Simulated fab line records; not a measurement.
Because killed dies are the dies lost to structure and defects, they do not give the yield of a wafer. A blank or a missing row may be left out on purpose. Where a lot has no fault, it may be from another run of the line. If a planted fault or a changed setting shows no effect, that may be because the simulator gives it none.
Split-lot trial | flow n5Finfet | on a route of 1938 steps: 7 lots, 39 wafers read

## ABOUT THE SPLIT
At N5_BEOL_M11_VIA_ETCH_34 (etches SiCOH lowk in C4F6/O2, target depth 184.5 nm, time 69.2 s), the setting targetDepthA was moved away from the recipe's 1845 angstrom on 12 of the 39 wafers read, by -59.7% to +52.4%. All remaining wafers had this setting at the recipe value.

The reading is taken at the split's own step.

## THE READING
SOC_of_BEOL_M11_COAT_63.thkNm (the simulator's own value, which no gauge read), in nm, at N5_BEOL_M11_VIA_ETCH_34 (etches SiCOH lowk in C4F6/O2, target depth 184.5 nm, time 69.2 s). There is no usual value for it anywhere in the file. The 27 wafers here that ran the recipe average 91.8 nm, standard deviation 0.28 nm.

wafer  | tool, chamber at the split | targetDepthA as run, angstrom | against the recipe | SOC_of_BEOL_M11_COAT_63.thkNm, nm | against lot-mates on the recipe
L076.1 | rieDiel-06, 2              | 1161                          | -37.1%             | 95.2                              | +3.5
L076.2 | rieDiel-06, 3              | 1845                          | recipe             | 91.6                              | -
L076.3 | rieDiel-06, 1              | 1845                          | recipe             | 91.6                              | -
L076.4 | rieDiel-06, 0              | 1845                          | recipe             | 91.8                              | -
L076.5 | rieDiel-06, 0              | 1161                          | -37.1%             | 94.8                              | +3.1
L076.6 | rieDiel-06, 1              | 1161                          | -37.1%             | 94.6                              | +2.9
L074.2 | rieDiel-04, 1              | 1845                          | recipe             | 91.4                              | -
L074.4 | rieDiel-04, 2              | 1845                          | recipe             | 91.2                              | -
L074.6 | rieDiel-04, 3              | 1845                          | recipe             | 91.4                              | -
L079.1 | rieDiel-02, 1              | 1475                          | -20.1%             | 93.2                              | +1.3
L079.2 | rieDiel-02, 3              | 1475                          | -20.1%             | 93.2                              | +1.3
L079.3 | rieDiel-02, 2              | 1845                          | recipe             | 92.2                              | -
L079.4 | rieDiel-02, 0              | 1845                          | recipe             | 91.6                              | -
L079.5 | rieDiel-02, 1              | 1845                          | recipe             | 91.8                              | -
L079.6 | rieDiel-02, 0              | 1475                          | -20.1%             | 93                                | +1.1
L083.1 | rieDiel-06, 3              | 1845                          | recipe             | 92.2                              | -
L083.2 | rieDiel-06, 2              | 1845                          | recipe             | 92                                | -
L083.3 | rieDiel-06, 0              | 1845                          | recipe             | 92.2                              | -
L083.4 | rieDiel-06, 1              | 1845                          | recipe             | 91.8                              | -
L083.5 | rieDiel-06, 1              | 1845                          | recipe             | 91.8                              | -
L083.6 | rieDiel-06, 2              | 1845                          | recipe             | 92.2                              | -
L088.1 | rieDiel-04, 1              | 743.8                         | -59.7%             | 96.8                              | +4.9
L088.2 | rieDiel-04, 2              | 1845                          | recipe             | 92                                | -
L088.3 | rieDiel-04, 0              | 743.8                         | -59.7%             | 97                                | +5.1
L088.4 | rieDiel-04, 2              | 1845                          | recipe             | 91.8                              | -
L088.5 | rieDiel-04, 1              | 1845                          | recipe             | 91.8                              | -
L088.6 | rieDiel-04, 0              | 743.8                         | -59.7%             | 96.8                              | +4.9
L092.1 | rieDiel-06, 2              | 2812                          | +52.4%             | 87.2                              | -4.3
L092.2 | rieDiel-06, 3              | 1845                          | recipe             | 91.4                              | -
L092.3 | rieDiel-06, 0              | 1845                          | recipe             | 91.6                              | -
L092.4 | rieDiel-06, 1              | 2812                          | +52.4%             | 86.8                              | -4.7
L092.5 | rieDiel-06, 0              | 2812                          | +52.4%             | 87.6                              | -3.9
L092.6 | rieDiel-06, 3              | 1845                          | recipe             | 91.6                              | -
L093.1 | rieDiel-06, 0              | 1845                          | recipe             | 91.8                              | -
L093.2 | rieDiel-06, 1              | 1845                          | recipe             | 91.6                              | -
L093.3 | rieDiel-06, 3              | 1845                          | recipe             | 91.4                              | -
L093.4 | rieDiel-06, 2              | 1845                          | recipe             | 92                                | -
L093.5 | rieDiel-06, 2              | 1845                          | recipe             | 92.2                              | -
L093.6 | rieDiel-06, 1              | 1845                          | recipe             | 91.6                              | -

THE FIT
A straight line over all 39 wafers: SOC_of_BEOL_M11_COAT_63.thkNm changes by -0.0852 nm for each +1% of targetDepthA; r = -0.99; the points scatter about the line by 0.29 nm.
The same after taking each lot's own level away (the mean of its wafers on the recipe; 39 wafers): -0.0829 nm for each +1%; r = -0.99; scatter 0.23 nm.
According to that fit, moving targetDepthA by its largest amount changes the reading by 5 nm.
The span of the lots' own levels, 91.33 to 92.03 nm, comes to 2.5 times the standard deviation stated above.
The two slopes agree, so the slope changes little with the lot-to-lot level.
Check: with one of the wafers moved furthest among these (-59.7%) left out of the fit, the line predicts +4.93 nm for it against its lot-mates. Against them it came out at +4.93 nm.

## FURTHER SPLITS ON THESE WAFERS
Before the reading, these wafers also passed through other splits. Each is held against what the fit with the lots' levels taken away leaves over:
other split on the same wafers         | wafers away from the commonest value | r with SOC_of_BEOL_M11_COAT_63.thkNm (lot level and that fit taken away)
N5_BEOL_M0_SAQP_HM_DEP_02 targetThkA   | 15                                   | +0.08
N5_BEOL_M2_DESCUM_33 timeS             | 18                                   | +0.02
N5_BEOL_M3_TRENCH_ETCH_37 targetDepthA | 15                                   | +0.01
N5_BEOL_M5_ILD_DEP_00 targetThkA       | 9                                    | -0.21
N5_BEOL_M7_HM_DEP_02 targetThkA        | 12                                   | -0.23
N5_BEOL_M8_ETCH_66 targetDepthA        | 15                                   | -0.14

## THE WHOLE CHAIN: every reading that the file lists as answering this split, in the file's order
step                    | what it does                                                     | reading                                                                        | change (the file's fit)                | r (the file's)
N5_BEOL_M11_VIA_ETCH_34 | etches SiCOH lowk in C4F6/O2, target depth 184.5 nm, time 69.2 s | etch.depthNm (the simulator's own value, which no gauge read)                  | +1.84 nm for each +1% of the setting   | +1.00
N5_BEOL_M11_VIA_ETCH_34 | etches SiCOH lowk in C4F6/O2, target depth 184.5 nm, time 69.2 s | SOC_of_BEOL_M11_COAT_63.thkNm (the simulator's own value, which no gauge read) | -0.0828 nm for each +1% of the setting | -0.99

## THE FILE'S OWN FIT
SOC_of_BEOL_M11_COAT_63.thkNm changes by -0.0828 nm for each +1% of targetDepthA, r = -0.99.
